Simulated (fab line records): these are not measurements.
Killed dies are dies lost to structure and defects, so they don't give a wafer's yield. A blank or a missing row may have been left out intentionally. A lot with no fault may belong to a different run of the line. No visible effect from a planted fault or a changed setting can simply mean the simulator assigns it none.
Comparing a struck lot with a sound one || flow n5 finfet || 44 steps out of a route of 1938
Sound: these wafers, L467.1, L467.3, L467.5. Struck: wafers L477.1, L477.5. (L477.2 of the same lot was not struck and is left out.) The cause comes at the end.
Per side, at each step with rows, come the tool, then ch with its chambers, and then its first start. Under that, the readings that differ: sound wafers || struck wafers || difference of the means || sigmas: that difference in standard deviations of wafers without a fault.
alike: words and numbers the same on both sides, and readings whose means are apart by under 2 such deviations; not compared: readings that were withheld, readings missing a value for some wafer, numbers with overlapping values and no deviation given by the record, and bounds like >300 which may hide the same value.
A row with sigmas, a row that says differs or no value, or rows on one side alone: a step with any of these is where the two part. Numbers that have no deviation but don't overlap get no sigmas and don't part them. Lack of a reading on every wafer of one side parts them only where that side has two or more wafers.

first, 3 steps without rows for these wafers: N5_PMOS_HMC_CHANNEL_EPI_PRECLEAN_37 (cleans in O3/DIW, time 45 s); N5_PMOS_HMC_CHANNEL_EPI_PRECLEAN_24 (cleans in DHF, time 30 s); N5_PMOS_HMC_CHANNEL_EPI_SRD_25 (time 30 s).
N5_PMOS_HMC_CHANNEL_EPI_EPI_26: deposits Si from SiH4/H2, target thk 3.8 nm, time 22.7 s.
  sound on epi rpcvd-01 ch 0, day 3 08:35; struck on epi rpcvd-02 ch 0, day 5 21:37
  alike: throttle valve pct
N5_PMOS_HMC_CHANNEL_EPI_INSPECT_30: inspects for defects (darkfield).
  sound: defect inspect-02 at day 3 09:04; struck: defect inspect-02 at day 5 22:05
  alike: raw defect count
then, 5 steps without rows for these wafers: N5_FIN_SAQP_PRECLEAN_42 (cleans in O3/DIW, time 60 s); N5_FIN_SAQP_PRECLEAN_00 (cleans in SC1, time 60 s); N5_FIN_SAQP_PRECLEAN_44 (cleans in SC2, time 45 s); N5_FIN_SAQP_SRD_01 (time 30 s); N5_FIN_SAQP_ALD_61 (deposits SiO2, target thk 4 nm, pulse time 1 s, purge time 2 s).
N5_FIN_SAQP_DENSIFY_62: time 60 s.
  sound on rtp anneal-02 ch 0, day 3 09:24; struck on rtp anneal-02 ch 0, day 5 22:25
  alike: lamp power pct, lamp_zone_5_pct, wafer_temp_C_max
N5_FIN_SAQP_HM_DEP_03: deposits SiNx from SiH4/NH3/N2, target thk 38 nm, time 33.6 s.
  sound on pecvd-03 ch 0,1, day 3 09:37; struck on pecvd-03 ch 1, day 5 22:38
{"reading": "model.SiNx_of_FIN_SAQP_HM_DEP_03.thk nm (nm)", "sound": "37.85 38.47 38.36", "struck": "27.97 28.48", "difference": -10.00, "sigmas": ""}
  alike: heater power w, showerhead plenum p Torr, throttle valve pct
N5_FIN_SAQP_THK_MEAS_05:
  sound: film metro-02 at day 3 09:42; struck: film metro-01 at day 5 22:43
{"reading": "thk nm (nm)", "sound": "37.9 38.5 38.4", "struck": "28.0 28.4", "difference": -10.1, "sigmas": -20}
N5_FIN_SAQP_PECVD_47: deposits a-Si from SiH4/He, target thk 45 nm, time 36.3 s.
  sound on pecvd-04 ch 1,2, day 3 09:44; struck on pecvd-02 ch 0,2, day 5 22:45
  alike: heater power w, showerhead plenum p Torr, throttle valve pct
then, 2 steps without rows for these wafers: N5_FIN_SAQP_PECVD_48 (deposits SiNx from SiH4/NH3/N2, target thk 25 nm, time 22.1 s); N5_FIN_SAQP_PECVD_06 (deposits a-Si from SiH4/He, target thk 60 nm, time 48.1 s).
N5_FIN_SAQP_THK_MEAS_07:
  sound: film metro-01 at day 3 09:55; struck: film metro-02 at day 5 22:55
  alike: thk nm
then, 9 steps without rows for these wafers: N5_FIN_SAQP_HM_DEP_72 (deposits SiO2 from SiH4/N2O, target thk 12 nm, time 7.2 s); N5_FIN_SAQP_COAT_49 (time 60 s, resist thk 100 nm); N5_FIN_SAQP_COAT_50 (time 60 s, resist thk 35 nm); N5_FIN_SAQP_COAT_10 (resist thk 90 nm); N5_FIN_SAQP_EBR_12; N5_FIN_SAQP_SOFTBAKE_11 (time 60 s); N5_FIN_SAQP_EXPOSE_13 (exposes mask FIN CORE, target cd 35.6 nm); N5_FIN_SAQP_PEB_14 (peb time 60 s); N5_FIN_SAQP_DEVELOP_15 (develop time 30 s).
N5_FIN_SAQP_CD_MEAS_16: target cd 35.6 nm.
  sound on cd sem-01 ch 0, day 3 10:23; struck on cd sem-01 ch 0, day 5 23:25
  alike: cd nm
N5_FIN_SAQP_OVL_MEAS_17:
  sound on overlay-02 ch 0, day 3 10:26; struck on overlay-01 ch 0, day 5 23:27
  alike: FIN_CORE_OVL
N5_FIN_SAQP_INSPECT_18: inspects for defects (brightfield).
  sound: defect inspect-01 at day 3 10:28; struck: defect inspect-01 at day 5 23:28
  alike: raw defect count
N5_FIN_SAQP_DESCUM_21: chemistry O2, time 7.9 s.
  sound on rie diel-02 ch 0,3, day 3 10:29; struck on rie diel-02 ch 0,1, day 5 23:37
  alike: drypump motor current A, oes product au, rf vpp V, showerhead plenum p Torr, throttle valve pct
  not compared: rf hours counter h
then, 10 steps without rows for these wafers: N5_FIN_SAQP_ETCH_51 (etches SiARC in CF4, target depth 45.5 nm, time 75.8 s); N5_FIN_SAQP_ETCH_52 (etches SOC in N2/H2, target depth 100 nm, overetch 20 nm, time 150 s); N5_FIN_SAQP_STRIP_53 (strips in N2/H2); N5_FIN_SAQP_HM_OPEN_73 (chemistry CHF3/O2, target SiO2, stops on a-Si, target depth 12 nm, time 16.8 s); N5_FIN_SAQP_STRIP_74 (strips in CHF3/O2); N5_FIN_SAQP_MANDREL_ETCH_22 (etches a-Si in HBr/Cl2, stops on SiNx, target depth 60 nm, bt time 10 s, time 30 s); N5_FIN_SAQP_STRIP_55 (strips in N2/H2); N5_FIN_SAQP_STRIP_23 (strips in SPM, time 750 s); N5_FIN_SAQP_SRD_66 (time 30 s); N5_FIN_SAQP_RECESS_75 (chemistry HF/NH3, target SiO2, target depth 14.4 nm, afs cycles 3, sublimation time 60 s).
N5_FIN_SAQP_SPACER1_ALD_24: deposits SiO2, target thk 20.3 nm, pulse time 1 s, purge time 2 s.
  sound on ald sin-02 ch 1,2,3, day 3 12:12; struck on ald sin-02 ch 0, day 6 00:43
  alike: heater power w, precursor pulse height rel
N5_FIN_SAQP_HM_OPEN_33: chemistry CH3F/O2, target SiNx, target depth 49.4 nm, time 70.6 s.
  sound on rie diel-03 ch 1,2,3, day 3 14:55; struck on rie diel-02 ch 0,1, day 6 03:49
{"reading": "etch rf on time s (s)", "sound": "71.8 69.5 69.9", "struck": "49.3 51.6", "difference": -20.0, "sigmas": -12}
{"reading": "model.etch.depth nm (nm)", "sound": "37.22 37.81 37.73", "struck": "27.34 27.86", "difference": -9.99, "sigmas": ""}
  alike: O2_flow_sccm, drypump motor current A, oes product au, rf vpp V, showerhead plenum p Torr, throttle valve pct
  not compared: rf hours counter h
N5_STI_FIN_REVEAL_RECESS_09: chemistry HF/NH3, target SiO2, afs cycles 11, target depth 42.5 nm, sublimation time 60 s.
  sound on vapor etch-01 ch 0,1, day 3 23:35; struck on vapor etch-01 ch 0,1, day 6 12:21
{"reading": "model.SiNx_of_FIN_SAQP_HM_DEP_03.thk nm (nm)", "sound": "18.2 18.8 18.8", "struck": "8.2 8.6", "difference": -10.2, "sigmas": ""}
  alike: drypump motor current A
-- a jump in the record: the struck wafers' starts before and after are 6 days apart (it breaks off in module STI_FIN_REVEAL and resumes in module BEOL_M4, where the first step shown is number 1111 of the route) --
N5_BEOL_M4_RC_MEAS_101:
  sound on prober-01 ch 0, day 9 08:35; struck on prober-01 ch 0, day 12 01:55
  alike: DIBL_N, DIBL_P, IOFF_N, IOFF_P, ION_N, ION_P, SS_N, SS_P, VT_N, VT_P

== WHERE THEY PART ==
Earliest at N5_FIN_SAQP_THK_MEAS_05; latest, in this record, at N5_FIN_SAQP_HM_OPEN_33. Later steps at which nothing parts them and some readings are alike: N5_STI_FIN_REVEAL_RECESS_09, N5_BEOL_M4_RC_MEAS_101.

WHY: what had been put in by the simulator
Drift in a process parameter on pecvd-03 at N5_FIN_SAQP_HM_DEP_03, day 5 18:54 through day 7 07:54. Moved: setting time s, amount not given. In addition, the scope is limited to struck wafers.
